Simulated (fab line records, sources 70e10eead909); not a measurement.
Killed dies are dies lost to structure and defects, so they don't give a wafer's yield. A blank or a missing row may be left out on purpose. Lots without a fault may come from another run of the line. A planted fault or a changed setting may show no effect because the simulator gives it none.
fab line records | flow nand_harc
record lots=6 wafers=18 last_day=24
route steps=1159 shown P_CONTACT@224 P_M0@253 END@1159
lots that met no fault: from a run of the same line without faults
start_h: hours from the record's first day to the start of the lot's first wafer shown | wait_h: hours since the lot's step before | " the same as in the row above | L1.1+2: a row that stands for several wafers | - no value, or no start given | * or withheld: withheld | < > ~ a bound
route shown NAME@n: a module of which the file shows steps, and the number in the route of the first | usual: mean/standard deviation of fault-free wafers | same: alike in all rows | chamber/n: place in a boat | sites: the reading at each site | _std_site: their standard deviation | _edge_site: outer sites' mean less inner sites' | radius_mm: how far each site lies from the wafer's centre | mask NAME#n: copy n | behind: the tool/chamber that last shaped the wafer | hold: why the lot was held/for how many hours/how that ended | device: the transistor (n, p or np) that didn't switch | end of line: the same wafers' tests at the end of the route | a step without rows: its recipe alone | killed: dies lost to structure and defects at the first sort, not the wafer's yield | map: a wafer's dies, x killed, . not, _ none there
set.NAME: the setting as run; set.NAME@STEP: as run at that earlier step | model.NAME: the simulator's own value behind a step, which no gauge read
lots at some steps of the route; a table a step, a row a wafer
services: from which hour (start_h, from the record's first day; less than 0 if before it) a tool's chamber was out of use, for how many hours, and why
## steps
# step NHARC_P_CONTACT_COAT_33
# recipe temp_c=260 time_s=75
# step NHARC_P_CONTACT_COAT_34
# recipe temp_c=225 time_s=65
# step NHARC_P_CONTACT_COAT_06
# recipe spin_rpm=1500 resist_thk_nm=90
# step NHARC_P_CONTACT_SOFTBAKE_07
# recipe temp_c=105 time_s=55
# step NHARC_P_CONTACT_EBR_08
# step NHARC_P_CONTACT_EXPOSE_09
# recipe na=1.35 target_cd_nm=90 dose_mj=81.26 mask_id=P_CA
# step NHARC_P_CONTACT_PEB_10
# recipe peb_temp_c=100 peb_time_s=65
# step NHARC_P_CONTACT_DEVELOP_11
# recipe develop_time_s=35 dev_temp_c=23
# step NHARC_P_CONTACT_CD_MEAS_12
# recipe target_cd_nm=90 landing_energy_ev=500
# usual cd_nm=89.6/0.48
# columns lot.wafer tool chamber start_h wait_h cd_nm
L543.1 cd_sem-03 0 109.89 - 90.2
L543.3 " 0 " " 90.9
L543.6 " 0 " " 89.7
L552.2 cd_sem-02 0 170.66 - 89.7
L552.4 " 0 " " 89.8
L552.6 " 0 " " 89.7
L553.2 cd_sem-03 0 175.80 - 88.5
L553.4 " 0 " " 89.4
L553.5 " 0 " " 89.5
L556.1 cd_sem-01 0 195.87 - 89.4
L556.3 " 0 " " 89.7
L556.4 " 0 " " 89.4
L564.2 cd_sem-01 0 236.75 - 90.5
L564.3 " 0 " " 89.9
L564.6 " 0 " " 90.3
L565.1 cd_sem-02 0 238.81 - 90.4
L565.3 " 0 " " 89.8
L565.5 " 0 " " 90.5
# step NHARC_P_CONTACT_OVL_MEAS_13
# usual overlay_x_nm=-0.1/0.88 overlay_y_nm=0.1/0.76
# columns lot.wafer tool chamber start_h wait_h overlay_x_nm overlay_y_nm
L543.1 overlay-02 - 109.98 - -0.1 -0.2
L543.3 " - " " 0.3 -0.7
L543.6 " - " " -0.1 -0.8
L552.2 overlay-02 - 170.75 - 1.1 -0.7
L552.4 " - " " 1.2 -1.0
L552.6 " - " " 1.5 -0.7
L553.2 overlay-01 - 175.89 - -0.1 0.4
L553.4 " - " " -0.6 1.0
L553.5 " - " " -0.4 0.4
L556.1 overlay-01 - 195.96 - -0.3 -0.7
L556.3 " - " " -0.1 -0.8
L556.4 " - " " -0.2 -0.1
L564.2 overlay-02 - 236.83 - -1.0 0.3
L564.3 " - " " -1.2 0.3
L564.6 " - " " -1.3 0.7
L565.1 overlay-02 - 238.89 - -0.6 0.9
L565.3 " - " " -0.2 0.6
L565.5 " - " " -0.3 0.7
# step NHARC_P_CONTACT_INSPECT_14
# usual raw_defect_count=3.8/2.1
# columns lot.wafer tool chamber start_h wait_h raw_defect_count
L543.1 defect_inspect-01 - 110.01 0.0 3
L543.3 " - " " 1
L543.6 " - " " 7
L552.2 defect_inspect-02 - 170.78 0.0 4
L552.4 " - " " 2
L552.6 " - " " 6
L553.2 defect_inspect-01 - 175.93 0.0 1
L553.4 " - " " 3
L553.5 " - " " 5
L556.1 defect_inspect-02 - 195.99 0.0 3
L556.3 " - " " 2
L556.4 " - " " 4
L564.2 defect_inspect-02 - 236.87 0.0 1
L564.3 " - " " 4
L564.6 " - " " 5
L565.1 defect_inspect-02 - 238.93 0.0 7
L565.3 " - " " 2
L565.5 " - " " 7
# step NHARC_P_CONTACT_DESCUM_17
# recipe time_s=3 o2_flow_sccm=200 ar_flow_sccm=0 bias_power_w=0 chemistry=O2
# step NHARC_P_CONTACT_ETCH_35
# recipe target_depth_a=390 over_etch_frac=0.3 time_s=65 ion_energy_ev=80 cf4_flow_sccm=150 ar_flow_sccm=0 rf_w=300 bias_w=100 chemistry=CF4
# usual drypump_motor_current_A=5.6/0.36 oes_product_au=1.003/0.0064 rf_vpp_V=151.8/1.3 showerhead_plenum_p_Torr=1.82/0.081 throttle_valve_pct=13.284/0.0086
# columns lot.wafer tool chamber start_h wait_h drypump_motor_current_A oes_product_au rf_hours_counter_h rf_vpp_V showerhead_plenum_p_Torr throttle_valve_pct
L543.1 rie_diel-07 3 110.16 0.1 5.3 1.004 4 151.4 1.77 13.273
L543.3 " 1 " " 5.3 1.000 5 149.5 1.71 13.278
L543.6 " 3 " " 5.4 1.009 - 152.1 1.77 13.285
L552.2 rie_diel-07 2 170.93 0.1 5.5 1.002 11 151.5 1.83 13.294
L552.4 " 0 " " 5.9 1.010 11 150.0 1.70 13.293
L552.6 " 2 " " 5.5 1.002 - 152.8 1.83 13.290
L553.2 rie_diel-07 0 176.10 0.1 6.0 0.997 12 150.5 1.70 13.292
L553.5 " 0 " " 6.0 0.998 - 151.5 1.70 13.268
L553.4 " 1 " " 5.3 0.996 - 151.0 1.71 13.286
L556.1 rie_diel-06 3 196.26 0.1 5.5 1.008 43 152.6 1.90 13.289
L556.4 " 0 " " 5.6 0.999 42 151.9 1.80 13.270
L556.3 " 2 " " 5.8 1.006 44 151.9 1.86 13.273
L564.3 rie_diel-11 1 237.02 0.1 5.6 1.003 3 152.6 1.87 13.274
L564.2 " 3 " " 5.6 1.006 3 153.2 1.90 13.285
L564.6 " 1 " " 5.6 1.015 - 151.5 1.87 13.293
L565.1 rie_diel-06 3 239.08 0.1 5.5 1.015 59 152.1 1.89 13.288
L565.3 " 1 " " 6.4 1.008 62 149.1 1.66 13.278
L565.5 " 2 " " 5.8 1.009 - 153.3 1.86 13.286
# step NHARC_P_CONTACT_ETCH_36
# recipe target_depth_a=2600 over_etch_frac=0.25 time_s=406.25 ion_energy_ev=200 n2_flow_sccm=150 h2_flow_sccm=150 ar_flow_sccm=0 rf_w=400 bias_w=150 chemistry=N2/H2
# step NHARC_P_CONTACT_ETCH_18
# recipe target_depth_a=4810 time_s=240.5 c4f8_flow_sccm=20 o2_flow_sccm=10 ar_flow_sccm=withheld rf_w=600 bias_w=1500 chemistry=C4F8/O2/Ar
# usual oes_product_au=0.961/0.018 rf_vpp_V=982/6.6
# columns lot.wafer tool chamber start_h wait_h oes_product_au rf_hours_counter_h rf_vpp_V
L543.3 rie_diel-07 1 - - 0.969 6 973
L543.1 " 2 " " 0.968 6 984
L543.6 " 1 " " 0.960 - 971
L552.2 rie_diel-07 0 - - 0.962 11 972
L552.4 " 1 " " 0.977 11 972
L552.6 " 1 " " 0.973 - 973
L553.2 rie_diel-07 0 - - 0.962 12 973
L553.5 " 1 " " 0.953 - 973
L553.4 " 2 " " 0.961 - 982
L556.1 rie_diel-06 3 - - 0.935 44 989
L556.4 " 1 " " 0.926 42 968
L556.3 " 2 " " 0.939 44 985
L564.3 rie_diel-11 3 - - 0.973 3 988
L564.2 " 1 " " 0.985 3 987
L564.6 " 0 " " 0.961 - 987
L565.1 rie_diel-06 1 - - 0.954 62 969
L565.3 " 2 " " 0.965 60 985
L565.5 " 2 " " 0.962 - 985
# step NHARC_P_CONTACT_STRIP_37
# recipe c4f8_flow_sccm=withheld o2_flow_sccm=8 ar_flow_sccm=withheld bias_w=0 chemistry=C4F8/O2/Ar
# step NHARC_P_CONTACT_ETCH_31
# recipe target_depth_a=300 time_s=85.7 ion_energy_ev=120 over_etch_frac=1 ch3f_flow_sccm=50 o2_flow_sccm=30 ar_flow_sccm=200 rf_w=500 bias_w=100 chemistry=CH3F/O2
# usual drypump_motor_current_A=5.5/0.39 oes_product_au=0.982/0.011 rf_vpp_V=245.3/1.8 showerhead_plenum_p_Torr=2.53/0.12 throttle_valve_pct=20.664/0.0092
# columns lot.wafer tool chamber start_h wait_h drypump_motor_current_A oes_product_au rf_hours_counter_h rf_vpp_V showerhead_plenum_p_Torr throttle_valve_pct
L543.3 rie_diel-07 2 - - 5.5 0.978 6 245.5 2.55 20.658
L543.1 " 1 " " 5.3 0.992 6 243.1 2.37 20.688
L543.6 " 3 " " 5.3 0.988 - 244.1 2.46 20.672
L552.4 rie_diel-07 0 - - 6.0 0.984 11 243.9 2.36 20.658
L552.2 " 1 " " 5.3 0.985 12 243.2 2.37 20.653
L552.6 " 0 " " 6.0 0.986 - 243.9 2.36 20.672
L553.2 rie_diel-07 1 - - 5.3 0.977 13 243.3 2.37 20.665
L553.4 " 0 " " 6.0 0.976 - 243.6 2.36 20.671
L553.5 " 1 " " 5.3 0.979 - 243.9 2.37 20.659
L556.4 rie_diel-06 1 - - 6.4 0.950 42 242.8 2.31 20.659
L556.3 " 2 " " 5.8 0.959 44 245.4 2.60 20.672
L556.1 " 3 " " 5.5 0.967 44 246.7 2.64 20.674
L564.2 rie_diel-11 1 - - 5.6 0.988 3 244.3 2.60 20.660
L564.3 " 2 " " 4.6 1.002 3 246.7 2.63 20.661
L564.6 " 1 " " 5.6 0.997 - 244.9 2.60 20.654
L565.3 rie_diel-06 0 - - 5.6 0.988 61 245.0 2.50 20.686
L565.1 " 2 " " 5.8 0.988 60 248.3 2.59 20.659
L565.5 " 0 " " 5.6 0.990 - 244.7 2.50 20.664
# step NHARC_P_CONTACT_CD_MEAS_19
# usual cd_nm=89.3/1.1
# columns lot.wafer tool chamber start_h wait_h cd_nm
L543.1 cd_sem-02 - 110.95 - 89.2
L543.3 " - " " 90.8
L543.6 " - " " 89.3
L552.2 cd_sem-02 - 171.72 - 86.8
L552.4 " - " " 88.9
L552.6 " - " " 88.8
L553.2 cd_sem-03 - 177.00 - 87.4
L553.4 " - " " 87.5
L553.5 " - " " 89.2
L556.1 cd_sem-02 - 197.14 - 87.6
L556.3 " - " " 89.2
L556.4 " - " " 89.7
L564.2 cd_sem-01 - 237.81 - 90.5
L564.3 " - " " 88.6
L564.6 " - " " 89.6
L565.1 cd_sem-01 - 239.94 - 90.9
L565.3 " - " " 90.9
L565.5 " - " " 91.8
# step NHARC_P_CONTACT_STRIP_28
# recipe o2_flow_sccm=500 ar_flow_sccm=0 bias_w=0 chemistry=O2
# usual drypump_motor_current_A=5.5/0.35 oes_product_au=1.002/0.0074 rf_vpp_V=57.8/0.92 showerhead_plenum_p_Torr=3.62/0.15 throttle_valve_pct=17.037/0.0091
# columns lot.wafer tool chamber start_h wait_h drypump_motor_current_A oes_product_au rf_hours_counter_h rf_vpp_V showerhead_plenum_p_Torr throttle_valve_pct
L543.1 rie_diel-07 2 111.07 0.1 5.5 1.002 6 56.6 3.65 17.062
L543.3 " 3 " " 5.3 1.003 4 58.7 3.54 17.019
L543.6 " 1 " " 5.3 1.009 - 57.2 3.41 17.036
L552.2 rie_diel-07 2 171.79 0.1 5.5 1.008 11 58.2 3.65 17.029
L552.4 " 3 " " 5.4 1.002 10 56.5 3.53 17.025
L552.6 " 3 " " 5.3 1.012 - 57.8 3.53 17.051
L553.4 rie_diel-11 1 177.11 0.1 5.6 1.009 16 59.0 3.73 17.036
L553.2 " 2 " " 4.7 1.003 15 58.1 3.77 17.039
L553.5 " 0 " " 5.5 1.009 - 58.8 3.78 17.049
L556.3 rie_diel-07 2 197.23 0.1 5.5 1.012 15 57.7 3.65 17.039
L556.1 " 3 " " 5.4 1.021 13 58.4 3.53 17.046
L556.4 " 1 " " 5.3 0.998 15 57.8 3.40 17.047
L564.2 rie_diel-11 0 237.93 0.1 5.5 0.999 4 59.2 3.77 17.041
L564.3 " 1 " " 5.7 1.007 4 57.1 3.73 17.042
L564.6 " 2 " " 4.7 1.013 - 58.8 3.77 17.043
L565.1 rie_diel-11 1 240.03 0.1 5.6 1.004 4 56.6 3.73 17.052
L565.3 " 2 " " 4.7 1.009 4 57.3 3.77 17.021
L565.5 " 1 " " 5.6 1.000 - 60.4 3.73 17.038
# step NHARC_P_CONTACT_STRIP_29
# recipe time_s=1200 temp_c=72.5 chemistry=post_etch_residue_remover
# step NHARC_P_CONTACT_DEGAS_38
# recipe temp_c=300 time_s=60
# usual heater_power_w=478/31
# columns lot.wafer tool chamber start_h wait_h heater_power_w
L543.3 pvd_sputter-02 - 111.69 - 506
L543.1 " - " " 451
L543.6 " - " " 500
L552.2 pvd_sputter-03 - 172.43 - 445
L552.4 " - " " 482
L552.6 " - " " 508
L553.2 pvd_sputter-02 - 177.73 - 499
L553.4 " - " " 507
L553.5 " - " " 509
L556.3 pvd_sputter-03 - 197.87 - 453
L556.4 " - " " 470
L556.1 " - " " 488
L564.2 pvd_sputter-01 - 238.54 - 468
L564.3 " - " " 421
L564.6 " - " " 481
L565.1 pvd_sputter-03 - 240.67 - 469
L565.3 " - " " 487
L565.5 " - " " 521
# step NHARC_P_CONTACT_PRE_CLEAN_39
# recipe time_s=19.5 bias_v=250 gas=Ar
# step NHARC_P_CONTACT_PVD_32
# recipe target_thk_a=50 chamber_pressure_pa=5 power_w=5000 substrate_temp_c=200 time_s=17.7 material=Ti
# step NHARC_P_CONTACT_ALD_22
# recipe target_thk_a=30 pulse_time_s=1 ald_cycles=150 temp_c=450 material=TiN
# usual heater_power_outer_w=689/96 heater_power_w=1104/130 precursor_pulse_height_rel=1.001/0.019
# same ald_cycles=150
# columns lot.wafer tool chamber start_h wait_h heater_power_outer_w heater_power_w precursor_pulse_height_rel
L543.1 ald_metal-02 1 111.93 - 466 825 0.997
L543.3 " 0 " " 682 1092 0.992
L543.6 " 2 " " 739 1116 0.997
L552.2 ald_metal-02 3 172.70 - 861 1377 0.973
L552.4 " 0 " " 666 1132 0.975
L552.6 " 3 " " 849 1357 0.993
L553.4 ald_metal-01 0 178.01 - 729 1106 1.001
L553.2 " 1 " " 570 959 0.972
L553.5 " 2 " " 646 1110 0.969
L556.1 ald_metal-02 3 198.11 - 815 1346 0.981
L556.4 " 1 " " 479 857 1.022
L556.3 " 2 " " 765 1136 0.999
L564.3 ald_metal-01 3 238.78 - 711 1185 1.007
L564.2 " 0 " " 729 1133 0.981
L564.6 " 0 " " 726 1140 1.000
L565.1 ald_metal-03 2 240.94 - 721 1124 0.990
L565.3 " 3 " " 748 1191 1.006
L565.5 " 0 " " 703 1111 1.003
# step NHARC_P_CONTACT_CVD_23
# recipe target_thk_a=2000 temp_c=300 pressure_torr=40 wf6_flow_sccm=40 h2_flow_sccm=1600 ar_flow_sccm=1560 time_s=557 material=W
# step NHARC_P_CONTACT_CMP_24
# recipe t_overpolish_s=30 target_thk_nm=200
# step NHARC_P_CONTACT_SRD_26
# step NHARC_P_M0_DEP_00
# recipe target_thk_a=1500 target_thk_nm=150 temp_c=withheld pressure_torr=5 flow_sccm=200 rf_w=600 material=SiOC
# step NHARC_P_M0_DEHYDRATE_01
# recipe temp_c=150 time_s=120
# step NHARC_P_M0_HMDS_02
# recipe time_s=30
# step NHARC_P_M0_COAT_33
# recipe temp_c=200 time_s=65
# step NHARC_P_M0_COAT_03
# recipe spin_rpm=1500 resist_thk_nm=90
# step NHARC_P_M0_SOFTBAKE_04
# recipe temp_c=105 time_s=55
# step NHARC_P_M0_EBR_05
# step NHARC_P_M0_EXPOSE_06
# recipe na=1.35 target_cd_nm=90 dose_mj=81.28 mask_id=P_M0
# step NHARC_P_M0_PEB_07
# recipe peb_temp_c=100 peb_time_s=65
# step NHARC_P_M0_DEVELOP_08
# recipe develop_time_s=35 dev_temp_c=23
# step NHARC_P_M0_CD_MEAS_09
# recipe target_cd_nm=90 landing_energy_ev=500
# usual cd_nm=90.0/0.57
# columns lot.wafer tool chamber start_h wait_h cd_nm
L543.1 cd_sem-02 0 117.50 - 90.2
L543.3 " 0 " " 89.6
L543.6 " 0 " " 90.0
L552.2 cd_sem-03 0 174.85 - 91.1
L552.4 " 0 " " 90.7
L552.6 " 0 " " 90.1
L553.2 cd_sem-02 0 184.79 - 89.2
L553.4 " 0 " " 89.2
L553.5 " 0 " " 89.7
L556.1 cd_sem-03 0 205.78 - 90.2
L556.3 " 0 " " 90.1
L556.4 " 0 " " 90.5
L564.2 cd_sem-01 0 240.94 - 90.5
L564.3 " 0 " " 90.5
L564.6 " 0 " " 90.0
L565.1 cd_sem-03 0 242.93 - 89.9
L565.3 " 0 " " 89.4
L565.5 " 0 " " 88.9
# step NHARC_P_M0_OVL_MEAS_10
# recipe pitch_nm=180
# usual overlay_x_nm=0.0/0.69 overlay_y_nm=0.2/0.77
# columns lot.wafer tool chamber start_h wait_h overlay_x_nm overlay_y_nm
L543.1 overlay-02 - 117.59 - 1.1 -0.2
L543.3 " - " " 0.7 0.0
L543.6 " - " " 1.4 -0.1
L552.2 overlay-02 - 174.93 - -0.1 0.6
L552.4 " - " " -0.2 0.8
L552.6 " - " " -0.1 0.3
L553.2 overlay-02 - 184.88 - -1.3 -0.7
L553.4 " - " " -0.7 -0.4
L553.5 " - " " -1.5 -0.3
L556.1 overlay-02 - 205.87 - -0.2 0.5
L556.3 " - " " 0.3 0.7
L556.4 " - " " 0.2 0.6
L564.2 overlay-01 - 241.03 - -0.1 1.9
L564.3 " - " " -0.9 1.5
L564.6 " - " " 0.0 1.5
L565.1 overlay-02 - 243.03 - 0.0 -0.3
L565.3 " - " " 0.0 -0.3
L565.5 " - " " -0.5 -0.2
# step NHARC_END_SORT_01
# recipe temp_c=25
# usual killed_at_array=27/11 killed_at_other=0.8/1.4 killed_at_periphery=3.3/2 killed_dies=31/11 killed_open=3.4/1.8 killed_short=2.1/1.3
# same gross_dies=677
# columns lot.wafer tool chamber start_h wait_h killed_at_array killed_at_other killed_at_periphery killed_dies killed_open killed_short
L543.1 prober-01 0 453.57 2.5 35 0 3 38 2 3
L543.3 prober-01 0 455.17 3.1 33 0 5 38 5 3
L543.6 prober-01 0 457.58 4.0 30 0 4 34 4 2
L552.2 prober-01 0 497.61 2.8 34 0 94 128 0 4
L552.4 prober-01 0 499.21 3.4 32 0 92 124 3 2
L552.6 prober-01 0 500.81 4.0 35 1 80 116 3 2
L553.2 prober-02 0 505.43 2.8 24 2 96 122 1 3
L553.4 prober-02 0 507.02 3.4 24 0 91 115 5 1
L553.5 prober-02 0 507.82 3.7 25 0 80 105 2 2
L556.1 prober-02 0 520.19 2.5 16 0 2 18 3 1
L556.3 prober-02 0 521.81 3.1 21 0 3 24 5 5
L556.4 prober-02 0 522.61 3.4 19 0 1 20 2 1
# killed by level:class
L543.1 A_CHANNEL_HOLE_D1:chamber_film_flake=14 A_SLIT:chamber_film_flake=13 P_M2:chamber_film_flake=2 A_STAIRCASE:chamber_film_flake=2 A_CONTACT:chamber_film_flake=2 P_M1:geometric_particle:open=1 A_SOURCE_PLATE:geometric_particle:short=1 A_ONON_D1:geometric_particle:open=1
L543.3 A_CHANNEL_HOLE_D1:chamber_film_flake=10 A_SLIT:chamber_film_flake=10 A_STAIRCASE:chamber_film_flake=5 A_CHANNEL_FILL_D1:geometric_particle:open=2 P_M2:chamber_film_flake=2 P_M0:geometric_particle:short=1 P_M1:geometric_particle:open=1 A_CHANNEL_FILL_D1:geometric_particle:short=1
L543.6 A_CHANNEL_HOLE_D1:chamber_film_flake=8 A_SLIT:chamber_film_flake=8 A_CONTACT:chamber_film_flake=5 A_STAIRCASE:chamber_film_flake=4 A_CHANNEL_FILL_D1:geometric_particle:short=2 P_GATE:chamber_film_flake=2 P_CONTACT:geometric_particle:open=1 A_ONON_D1:geometric_particle:open=1
L552.2 P_CONTACT:unspecified=93 A_CHANNEL_HOLE_D1:chamber_film_flake=12 A_SLIT:chamber_film_flake=9 A_WL_FILL:chamber_film_flake=5 A_STAIRCASE:chamber_film_flake=3 P_CONTACT:geometric_particle:short=1 A_ONON_D1:geometric_particle:short=1 A_STAIRCASE:geometric_particle:short=1
L552.4 P_CONTACT:unspecified=90 A_CHANNEL_HOLE_D1:chamber_film_flake=14 A_SLIT:chamber_film_flake=8 A_WL_FILL:chamber_film_flake=3 A_CONTACT:geometric_particle:open=2 P_M0:geometric_particle:open=1 A_ONON_D1:geometric_particle:short=1 A_WL_FILL:geometric_particle:short=1
L552.6 P_CONTACT:unspecified=78 A_CHANNEL_HOLE_D1:chamber_film_flake=12 A_SLIT:chamber_film_flake=11 A_STAIRCASE:chamber_film_flake=4 A_WL_FILL:chamber_film_flake=4 P_M0:geometric_particle:open=1 A_ONON_D1:geometric_particle:open=1 A_CHANNEL_FILL_D1:geometric_particle:open=1
L553.2 P_CONTACT:unspecified=91 A_SLIT:chamber_film_flake=13 P_BONDPAD:chamber_film_flake=3 A_CHANNEL_HOLE_D1:chamber_film_flake=2 A_STAIRCASE:chamber_film_flake=2 A_SGD_CUT:chamber_film_flake=2 A_WL_FILL:chamber_film_flake=2 THIN_TSV:chamber_film_flake=2
L553.4 P_CONTACT:unspecified=87 A_SLIT:chamber_film_flake=7 A_CONTACT:chamber_film_flake=4 A_STAIRCASE:chamber_film_flake=4 A_CONTACT:geometric_particle:open=3 P_BONDPAD:chamber_film_flake=3 A_SGD_CUT:chamber_film_flake=2 P_M1:geometric_particle:open=1
L553.5 P_CONTACT:unspecified=77 A_SLIT:chamber_film_flake=8 A_CONTACT:chamber_film_flake=6 A_SGD_CUT:chamber_film_flake=4 A_STAIRCASE:chamber_film_flake=2 P_M2:geometric_particle:open=1 A_CHANNEL_FILL_D1:geometric_particle:open=1 A_CONTACT:geometric_particle:short=1
L556.1 A_CHANNEL_HOLE_D1:chamber_film_flake=5 A_CHANNEL_FILL_D1:chamber_film_flake=5 P_STI:geometric_particle:open=1 A_CHANNEL_FILL_D1:geometric_particle:open=1 A_WL_FILL:geometric_particle:short=1 A_CONTACT:geometric_particle:open=1 P_ZERO_WELL:chamber_film_flake=1 A_ZERO_WELL:chamber_film_flake=1
L556.3 A_CHANNEL_FILL_D1:chamber_film_flake=5 A_CHANNEL_HOLE_D1:chamber_film_flake=4 A_CONTACT:geometric_particle:open=3 A_CONTACT:chamber_film_flake=3 P_M0:geometric_particle:open=1 P_M0:geometric_particle:short=1 P_M2:geometric_particle:open=1 A_SOURCE_PLATE:geometric_particle:short=1
L556.4 A_CHANNEL_HOLE_D1:chamber_film_flake=5 A_CHANNEL_FILL_D1:chamber_film_flake=5 A_CONTACT:chamber_film_flake=3 A_ZERO_WELL:chamber_film_flake=2 P_GATE:geometric_particle:open=1 A_CHANNEL_FILL_D1:geometric_particle:open=1 A_WL_FILL:geometric_particle:short=1 A_STAIRCASE:chamber_film_flake=1
# map L552.2 (x killed, . not)
____________.____________
_________......._________
_______..........x_______
______.............______
_____..............._____
____.................____
____.................____
___..x................___
___xx.................___
__..x..................__
__xx...................__
_xx....................._
_x..x..................._
_x......................_
_.x....................._
_..x................x..._
...............xx.x......
..............xxx.xx.....
.xx...x....xxxxxxxxx.x...
....x....x...xxxxxxxx....
.x............xxxxxxxx...
_.............xxxxxxxx.._
_............xxxxxxxxxx._
_.............xxxxxxxx.._
_............xxxxxxxx..._
_............xxxxxxxx..._
__...........xxxxxxxx..__
__..............xxx....__
___..........x.xx.xx..___
___.x......x....x..x..___
____..............x..____
____.................____
_____.....x........._____
______xxx....x.....______
_______..x...x...._______
_________..xx..._________
____________x____________
# map L553.2 (x killed, . not)
____________.____________
_________......._________
_______..........._______
______............x______
_____.........x....._____
____........x........____
____.................____
___.x.................___
___x........x.x.......___
__.xx.x....x...........__
__.x..xx...............__
_.xxx..........x........_
_..x....x......x........_
_x......................_
_.x...x......x..xxxx...._
_..........x..x.x.x....._
.............xxxx.x......
............xxxxxxxx.....
...........xxxxxxxx..x...
..........xxxxxxxxxx.....
............xxxxxxx......
_........x.xxxxxxxx.x..._
_..........xxxxxxxxx...._
_....x......xxxxxx......_
_...........xxxxxxxx...._
_............xxxxxx....._
__...........xxxxx.....__
__..........xx..xx.....__
___...................___
___...................___
____..............x..____
____.................____
_____..............._____
______.............______
_______..........._______
_________......._________
____________.____________
## services
# columns tool chamber start_h hours kind
ald_metal-01 2 97.61 9.4 repair
ald_metal-01 - 102.00 10.0 pm
pvd_sputter-03 - 102.00 10.0 pm
rie_diel-07 - 108.36 0.9 repair
rie_diel-11 2 109.19 7.4 repair
pvd_sputter-01 - 122.65 1.6 repair
pvd_sputter-03 - 127.02 8.8 repair
ald_metal-03 - 144.00 10.0 pm
rie_diel-11 2 149.65 5.6 repair
pvd_sputter-01 - 150.90 3.5 repair
pvd_sputter-01 - 158.00 10.0 pm
pvd_sputter-02 - 170.59 4.0 repair
rie_diel-07 3 173.97 4.9 repair
rie_diel-07 0 179.07 7.1 repair
ald_metal-02 - 186.00 10.0 pm
rie_diel-11 - 189.50 9.0 pm
pvd_sputter-03 - 191.86 2.5 repair
ald_metal-02 - 205.22 0.6 repair
ald_metal-01 1 205.27 3.4 repair
pvd_sputter-02 - 209.49 1.5 repair
ald_metal-02 1 211.90 19.2 repair
pvd_sputter-02 - 214.00 10.0 pm
ald_metal-02 - 225.38 0.4 repair
rie_diel-07 - 228.20 9.0 pm
## key
first_sign step=NHARC_END_SORT_01 reading=killed_at_periphery direction=up sigmas=42 usual=3.3 struck=88.8
effect step=NHARC_END_SORT_01 reading=killed_dies direction=up sigmas=8.1 usual=31 struck=118
more_kills_born_at NHARC_P_CONTACT_ETCH_35@rie_diel-07=516
met_at NHARC_P_CONTACT_ETCH_35
struck_wafers L552.2,L552.4,L552.6,L553.2,L553.4,L553.5
tester_left_out L552,L553
onset_between 110.16 170.93
also_fits NHARC_P_CONTACT_ETCH_18:rie_diel-07,NHARC_P_CONTACT_ETCH_31:rie_diel-07
fault kind=chamber_particle_source tool=rie_diel-07 chamber=- onset_h=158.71 steps=NHARC_P_CONTACT_ETCH_35 rate_per_visit_cm2=0.81007 end_h=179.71
# tester_left_out: of these lots the tester's yield and bins aren't shown, on N5 and GAA mostly nor the transistor test; their killed dies are dies lost to structure and defects alone, not to doping, threshold or leakage, so they don't give the yield
